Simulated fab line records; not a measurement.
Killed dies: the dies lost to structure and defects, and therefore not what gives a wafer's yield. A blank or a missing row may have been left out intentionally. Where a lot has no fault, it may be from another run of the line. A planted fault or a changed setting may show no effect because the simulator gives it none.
Which tool was responsible? :: flow n5Finfet :: 24 lots, 72 wafers sampled, at 4 steps of a route of 1938

WHAT THE GAUGES SHOWED, per wafer
N5_BEOL_M7_OVL_MEAS_12. Usual: M7_OVL typically reads 0.1 nm, with standard deviation 0.68.
lot: L074
measured: day 8 21:07
on: overlay-02
M7_OVL (nm): -0.8 0.1 -0.4
flag: 

lot: L075
measured: day 9 17:06
on: overlay-01
M7_OVL (nm): -0.4 0.6 -0.6
flag: 

lot: L077
measured: day 9 17:43
on: overlay-02
M7_OVL (nm): -0.6 0.3 -0.2
flag: 

lot: L076
measured: day 9 17:57
on: overlay-01
M7_OVL (nm): -0.2 -0.2 1.0
flag: 

lot: L079
measured: day 9 22:27
on: overlay-02
M7_OVL (nm): -0.9 -0.9 -0.4
flag: 

lot: L078
measured: day 9 22:37
on: overlay-02
M7_OVL (nm): 0.1 -0.2 0.7
flag: 

lot: L080
measured: day 10 12:32
on: overlay-01
M7_OVL (nm): 0.9 0.1 0.6
flag: 

lot: L081
measured: day 10 20:00
on: overlay-02
M7_OVL (nm): -0.5 -0.1 -0.8
flag: 

lot: L082
measured: day 10 23:42
on: overlay-02
M7_OVL (nm): 0.5 0.7 1.2
flag: 

lot: L083
measured: day 11 06:00
on: overlay-01
M7_OVL (nm): 0.4 0.7 -0.3
flag: 

lot: L085
measured: day 11 20:45
on: overlay-02
M7_OVL (nm): -0.4 -1.1 -0.1
flag: 

lot: L086
measured: day 12 05:26
on: overlay-01
M7_OVL (nm): 0.6 0.1 1.1
flag: 

lot: L084
measured: day 12 07:30
on: overlay-01
M7_OVL (nm): -0.2 -0.8 0.2
flag: 

lot: L088
measured: day 12 11:20
on: overlay-02
M7_OVL (nm): 0.6 0.9 0.9
flag: 

lot: L087
measured: day 12 19:12
on: overlay-02
M7_OVL (nm): 1.3 1.0 0.8
flag: 

lot: L089
measured: day 12 19:22
on: overlay-02
M7_OVL (nm): -0.5 0.6 0.0
flag: 

lot: L090
measured: day 13 01:28
on: overlay-02
M7_OVL (nm): 0.5 -0.5 -0.4
flag: 

lot: L091
measured: day 13 01:31
on: overlay-01
M7_OVL (nm): 0.0 0.2 0.4
flag: 

lot: L093
measured: day 13 12:20
on: overlay-01
M7_OVL (nm): 0.8 0.0 0.4
flag: 

lot: L092
measured: day 13 19:20
on: overlay-01
M7_OVL (nm): -0.1 0.1 -0.4
flag: 

lot: L094
measured: day 14 09:19
on: overlay-02
M7_OVL (nm): 1.7 2.6 0.4
flag: 

lot: L095
measured: day 14 14:47
on: overlay-02
M7_OVL (nm): 0.5 -0.5 -0.5
flag: 

lot: L096
measured: day 14 18:48
on: overlay-01
M7_OVL (nm): 0.1 -0.5 0.2
flag: 

lot: L097
measured: day 15 04:02
on: overlay-01
M7_OVL (nm): -0.1 -1.0 -1.2
flag: 

N5_BEOL_M8_CD_MEAS_28: the cd target is 40 nm. Usual: cdNm at 40.01 nm, with a standard deviation of 0.21.
lot: L074
measured: day 9 10:59
on: cdSem-01
cdNm (nm): 40.07 40.02 39.85
flag: 

lot: L075
measured: day 10 02:35
on: cdSem-03
cdNm (nm): 40.35 40.50 40.32
flag: 

lot: L077
measured: day 10 04:47
on: cdSem-02
cdNm (nm): 39.65 40.13 40.11
flag: 

lot: L076
measured: day 10 04:49
on: cdSem-03
cdNm (nm): 39.95 39.59 39.71
flag: 

lot: L079
measured: day 10 07:13
on: cdSem-02
cdNm (nm): 40.62 40.42 40.13
flag: 

lot: L078
measured: day 10 07:23
on: cdSem-02
cdNm (nm): 40.15 39.73 39.94
flag: 

lot: L080
measured: day 10 22:10
on: cdSem-02
cdNm (nm): 39.99 39.83 40.06
flag: 

lot: L081
measured: day 11 08:44
on: cdSem-01
cdNm (nm): 39.98 39.61 39.77
flag: 

lot: L082
measured: day 11 08:34
on: cdSem-02
cdNm (nm): 39.80 40.13 40.34
flag: 

lot: L083
measured: day 11 16:33
on: cdSem-02
cdNm (nm): 39.93 39.83 39.72
flag: 

lot: L085
measured: day 12 06:05
on: cdSem-01
cdNm (nm): 40.08 39.89 40.00
flag: 

lot: L086
measured: day 12 14:20
on: cdSem-03
cdNm (nm): 39.83 40.17 40.14
flag: 

lot: L084
measured: day 12 17:33
on: cdSem-03
cdNm (nm): 39.89 40.10 40.17
flag: 

lot: L088
measured: day 12 20:39
on: cdSem-02
cdNm (nm): 40.02 40.11 40.04
flag: 

lot: L087
measured: day 13 03:56
on: cdSem-01
cdNm (nm): 39.91 39.96 39.64
flag: 

lot: L089
measured: day 13 05:33
on: cdSem-01
cdNm (nm): 39.90 39.84 39.84
flag: 

lot: L090
measured: day 13 12:06
on: cdSem-02
cdNm (nm): 40.17 40.24 40.09
flag: 

lot: L091
measured: day 13 11:54
on: cdSem-02
cdNm (nm): 39.77 40.28 40.04
flag: 

lot: L093
measured: day 13 20:29
on: cdSem-01
cdNm (nm): 39.98 39.77 39.82
flag: 

lot: L092
measured: day 14 07:46
on: cdSem-03
cdNm (nm): 40.04 39.60 39.75
flag: 

lot: L094
measured: day 14 23:45
on: cdSem-03
cdNm (nm): 39.71 39.88 39.93
flag: 

lot: L095
measured: day 15 02:23
on: cdSem-02
cdNm (nm): 39.77 40.16 39.85
flag: 

lot: L096
measured: day 15 05:50
on: cdSem-02
cdNm (nm): 40.02 40.52 40.21
flag: 

lot: L097
measured: day 15 12:31
on: cdSem-01
cdNm (nm): 40.45 40.21 39.99
flag: 

N5_BEOL_M9_CD_MEAS_11: the cd target is 64.1 nm. Usual: cdNm at 64.0 nm, with a standard deviation of 0.49.
lot: L074
measured: day 9 17:11
on: cdSem-03
cdNm (nm): 64.3 63.5 64.0
flag: 

lot: L075
measured: day 10 08:36
on: cdSem-02
cdNm (nm): 64.9 65.0 64.4
flag: 

lot: L077
measured: day 10 12:36
on: cdSem-03
cdNm (nm): 63.7 64.0 63.4
flag: 

lot: L076
measured: day 10 12:38
on: cdSem-01
cdNm (nm): 64.3 63.8 63.7
flag: 

lot: L079
measured: day 10 12:41
on: cdSem-02
cdNm (nm): 64.5 64.7 64.5
flag: 

lot: L078
measured: day 10 15:19
on: cdSem-01
cdNm (nm): 64.1 64.2 63.5
flag: 

lot: L080
measured: day 11 05:54
on: cdSem-02
cdNm (nm): 64.4 63.8 64.3
flag: 

lot: L081
measured: day 11 16:00
on: cdSem-01
cdNm (nm): 63.2 63.9 64.1
flag: 

lot: L082
measured: day 11 15:24
on: cdSem-02
cdNm (nm): 65.1 64.6 65.0
flag: 

lot: L083
measured: day 12 00:47
on: cdSem-03
cdNm (nm): 63.7 63.1 64.0
flag: 

lot: L085
measured: day 12 12:43
on: cdSem-03
cdNm (nm): 64.2 63.8 64.0
flag: 

lot: L086
measured: day 12 21:56
on: cdSem-02
cdNm (nm): 64.7 64.4 63.7
flag: 

lot: L084
measured: day 13 00:34
on: cdSem-02
cdNm (nm): 63.2 64.1 63.7
flag: 

lot: L088
measured: day 13 04:35
on: cdSem-02
cdNm (nm): 64.2 63.0 63.0
flag: 

lot: L087
measured: day 13 09:34
on: cdSem-02
cdNm (nm): 63.6 64.0 64.3
flag: 

lot: L089
measured: day 13 12:06
on: cdSem-01
cdNm (nm): 64.1 64.0 64.0
flag: 

lot: L090
measured: day 13 19:10
on: cdSem-01
cdNm (nm): 63.9 63.8 62.8
flag: 

lot: L091
measured: day 13 16:12
on: cdSem-01
cdNm (nm): 63.6 63.8 64.1
flag: 

lot: L093
measured: day 14 05:41
on: cdSem-03
cdNm (nm): 63.6 63.7 64.5
flag: 

lot: L092
measured: day 14 14:47
on: cdSem-03
cdNm (nm): 63.4 63.5 64.1
flag: 

lot: L094
measured: day 15 04:25
on: cdSem-02
cdNm (nm): 64.3 64.7 64.9
flag: 

lot: L095
measured: day 15 07:11
on: cdSem-01
cdNm (nm): 63.8 63.7 63.2
flag: 

lot: L096
measured: day 15 11:19
on: cdSem-02
cdNm (nm): 64.4 64.2 65.2
flag: 

lot: L097
measured: day 15 19:41
on: cdSem-03
cdNm (nm): 63.6 63.7 64.1
flag: 

WHICH TOOL RAN EACH LOT (tool, then ch and the chambers of the sampled wafers, then the start)
lot: L074
N5_BEOL_M8_CMP_52: cmp-02 ch 0,2,3, day 9 14:28

lot: L075
N5_BEOL_M8_CMP_52: cmp-01 ch 0,1,3, day 10 06:00

lot: L077
N5_BEOL_M8_CMP_52: cmp-02 ch 0,2,3, day 10 08:29

lot: L076
N5_BEOL_M8_CMP_52: cmp-01 ch 1,2,3, day 10 08:56

lot: L079
N5_BEOL_M8_CMP_52: cmp-02 ch 0,2,3, day 10 09:36

lot: L078
N5_BEOL_M8_CMP_52: cmp-02 ch 0,2, day 10 13:09

lot: L080
N5_BEOL_M8_CMP_52: cmp-02 ch 0,1, day 11 02:49

lot: L081
N5_BEOL_M8_CMP_52: cmp-03 ch 1,2, day 11 13:19

lot: L082
N5_BEOL_M8_CMP_52: cmp-03 ch 0,1,2, day 11 12:14

lot: L083
N5_BEOL_M8_CMP_52: cmp-02 ch 0,1,2, day 11 21:08

lot: L085
N5_BEOL_M8_CMP_52: cmp-02 ch 0,1,2, day 12 10:38

lot: L086
N5_BEOL_M8_CMP_52: cmp-01 ch 0,1,3, day 12 18:23

lot: L084
N5_BEOL_M8_CMP_52: cmp-02 ch 1,2,3, day 12 21:25

lot: L088
N5_BEOL_M8_CMP_52: cmp-02 ch 1,2,3, day 13 00:44

lot: L087
N5_BEOL_M8_CMP_52: cmp-01 ch 0,1,3, day 13 07:41

lot: L089
N5_BEOL_M8_CMP_52: cmp-03 ch 2,3, day 13 08:44

lot: L090
N5_BEOL_M8_CMP_52: cmp-03 ch 0,1,3, day 13 15:07

lot: L091
N5_BEOL_M8_CMP_52: cmp-01 ch 0,1,3, day 13 14:20

lot: L093
N5_BEOL_M8_CMP_52: cmp-01 ch 0,3, day 14 01:05

lot: L092
N5_BEOL_M8_CMP_52: cmp-01 ch 1,3, day 14 10:46

lot: L094
N5_BEOL_M8_CMP_52: cmp-02 ch 0,1,2, day 15 02:34

lot: L095
N5_BEOL_M8_CMP_52: cmp-01 ch 0,1, day 15 05:06

lot: L096
N5_BEOL_M8_CMP_52: cmp-03 ch 0,1,2, day 15 08:35

lot: L097
N5_BEOL_M8_CMP_52: cmp-03 ch 0,1,3, day 15 16:31
- N5_BEOL_M8_CMP_52: polishes, stops on SiCOH lowk, t overpolish 6.9 s, target thk 80 nm.

AS READ BY THE TOOLS THEMSELVES (means over the sampled wafers that have a number; for cases with no such wafer, the mark the record gives instead)
N5_BEOL_M8_CMP_52. Usual: barrierFieldEndpointS 28.8 s, standard deviation 0.67; headPressurePsi 1.0002 psi, standard deviation 0.0023; motorCurrentA 6.3 A, standard deviation 0.69; overpolishRunS 6.901 s, standard deviation 0.0087; timeToEndpointS 62.0 s, standard deviation 2.6.
lot: L074
tool: cmp-02
barrierFieldEndpointS (s): 28.4
headPressurePsi (psi): 1.0015
motorCurrentA (A): 5.6
overpolishRunS (s): 6.903
timeToEndpointS (s): 63.1
flag: 

lot: L075
tool: cmp-01
barrierFieldEndpointS (s): 29.1
headPressurePsi (psi): 1.0006
motorCurrentA (A): 6.6
overpolishRunS (s): 6.900
timeToEndpointS (s): 64.9
flag: 

lot: L077
tool: cmp-02
barrierFieldEndpointS (s): 28.8
headPressurePsi (psi): 1.0013
motorCurrentA (A): 5.6
overpolishRunS (s): 6.904
timeToEndpointS (s): 62.8
flag: 

lot: L076
tool: cmp-01
barrierFieldEndpointS (s): 28.8
headPressurePsi (psi): 0.9986
motorCurrentA (A): 6.3
overpolishRunS (s): 6.904
timeToEndpointS (s): 59.5
flag: 

lot: L079
tool: cmp-02
barrierFieldEndpointS (s): 28.3
headPressurePsi (psi): 1.0021
motorCurrentA (A): 5.4
overpolishRunS (s): 6.905
timeToEndpointS (s): 64.1
flag: 

lot: L078
tool: cmp-02
barrierFieldEndpointS (s): 28.0
headPressurePsi (psi): 1.0017
motorCurrentA (A): 5.3
overpolishRunS (s): 6.905
timeToEndpointS (s): 59.0
flag: 

lot: L080
tool: cmp-02
barrierFieldEndpointS (s): 29.1
headPressurePsi (psi): 0.9979
motorCurrentA (A): 6.4
overpolishRunS (s): 6.898
timeToEndpointS (s): 59.0
flag: 

lot: L081
tool: cmp-03
barrierFieldEndpointS (s): 28.7
headPressurePsi (psi): 0.9980
motorCurrentA (A): 6.9
overpolishRunS (s): 6.903
timeToEndpointS (s): 60.9
flag: 

lot: L082
tool: cmp-03
barrierFieldEndpointS (s): 29.5
headPressurePsi (psi): 0.9997
motorCurrentA (A): 6.5
overpolishRunS (s): 6.909
timeToEndpointS (s): 64.3
flag: 

lot: L083
tool: cmp-02
barrierFieldEndpointS (s): 28.3
headPressurePsi (psi): 0.9987
motorCurrentA (A): 6.0
overpolishRunS (s): 6.888
timeToEndpointS (s): 57.9
flag: 

lot: L085
tool: cmp-02
barrierFieldEndpointS (s): 29.3
headPressurePsi (psi): 1.0015
motorCurrentA (A): 6.0
overpolishRunS (s): 6.893
timeToEndpointS (s): 58.4
flag: 

lot: L086
tool: cmp-01
barrierFieldEndpointS (s): 29.2
headPressurePsi (psi): 0.9988
motorCurrentA (A): 6.5
overpolishRunS (s): 6.903
timeToEndpointS (s): 60.7
flag: 

lot: L084
tool: cmp-02
barrierFieldEndpointS (s): 28.9
headPressurePsi (psi): 1.0008
motorCurrentA (A): 6.1
overpolishRunS (s): 6.889
timeToEndpointS (s): 60.3
flag: 

lot: L088
tool: cmp-02
barrierFieldEndpointS (s): 28.8
headPressurePsi (psi): 1.0001
motorCurrentA (A): 6.1
overpolishRunS (s): 6.908
timeToEndpointS (s): 62.4
flag: 

lot: L087
tool: cmp-01
barrierFieldEndpointS (s): 29.4
headPressurePsi (psi): 1.0007
motorCurrentA (A): 6.6
overpolishRunS (s): 6.907
timeToEndpointS (s): 63.5
flag: 

lot: L089
tool: cmp-03
barrierFieldEndpointS (s): 29.6
headPressurePsi (psi): 0.9996
motorCurrentA (A): 6.5
overpolishRunS (s): 6.899
timeToEndpointS (s): 62.3
flag: 

lot: L090
tool: cmp-03
barrierFieldEndpointS (s): 28.2
headPressurePsi (psi): 0.9983
motorCurrentA (A): 6.3
overpolishRunS (s): 6.897
timeToEndpointS (s): 62.4
flag: 

lot: L091
tool: cmp-01
barrierFieldEndpointS (s): 28.9
headPressurePsi (psi): 0.9988
motorCurrentA (A): 6.6
overpolishRunS (s): 6.897
timeToEndpointS (s): 64.2
flag: 

lot: L093
tool: cmp-01
barrierFieldEndpointS (s): 28.3
headPressurePsi (psi): 1.0010
motorCurrentA (A): 6.6
overpolishRunS (s): 6.899
timeToEndpointS (s): 61.6
flag: 

lot: L092
tool: cmp-01
barrierFieldEndpointS (s): 28.6
headPressurePsi (psi): 1.0012
motorCurrentA (A): 6.1
overpolishRunS (s): 6.897
timeToEndpointS (s): 66.1
flag: 

lot: L094
tool: cmp-02
barrierFieldEndpointS (s): 28.9
headPressurePsi (psi): 1.0012
motorCurrentA (A): 5.9
overpolishRunS (s): 6.893
timeToEndpointS (s): 66.5
flag: 

lot: L095
tool: cmp-01
barrierFieldEndpointS (s): 29.3
headPressurePsi (psi): 1.0003
motorCurrentA (A): 6.7
overpolishRunS (s): 6.907
timeToEndpointS (s): 61.8
flag: 

lot: L096
tool: cmp-03
barrierFieldEndpointS (s): 28.7
headPressurePsi (psi): 0.9976
motorCurrentA (A): 6.3
overpolishRunS (s): 6.903
timeToEndpointS (s): 60.9
flag: 

lot: L097
tool: cmp-03
barrierFieldEndpointS (s): 28.1
headPressurePsi (psi): 0.9989
motorCurrentA (A): 6.2
overpolishRunS (s): 6.888
timeToEndpointS (s): 59.4
flag: 

THE ANSWER, worked out from the rows above alone
Rule: a lot is off if the mean of its wafers that have a number lies more than 3 standard deviations from the usual mean. Also off: a lot with no number at a reading for which 4 or more lots have one. All remaining lots with rows at the step are treated as sound. After the gauges, taken in route order, come the tools' own readings; for these a lot's mean is taken, as printed above. The first step at which some lot is off is used, and at that step the reading that is off furthest; a lot without a number counts as furthest.
No lot is off on any of the readings shown, so nothing can be concluded from this.

WHAT HAD BEEN PUT IN BY THE SIMULATOR
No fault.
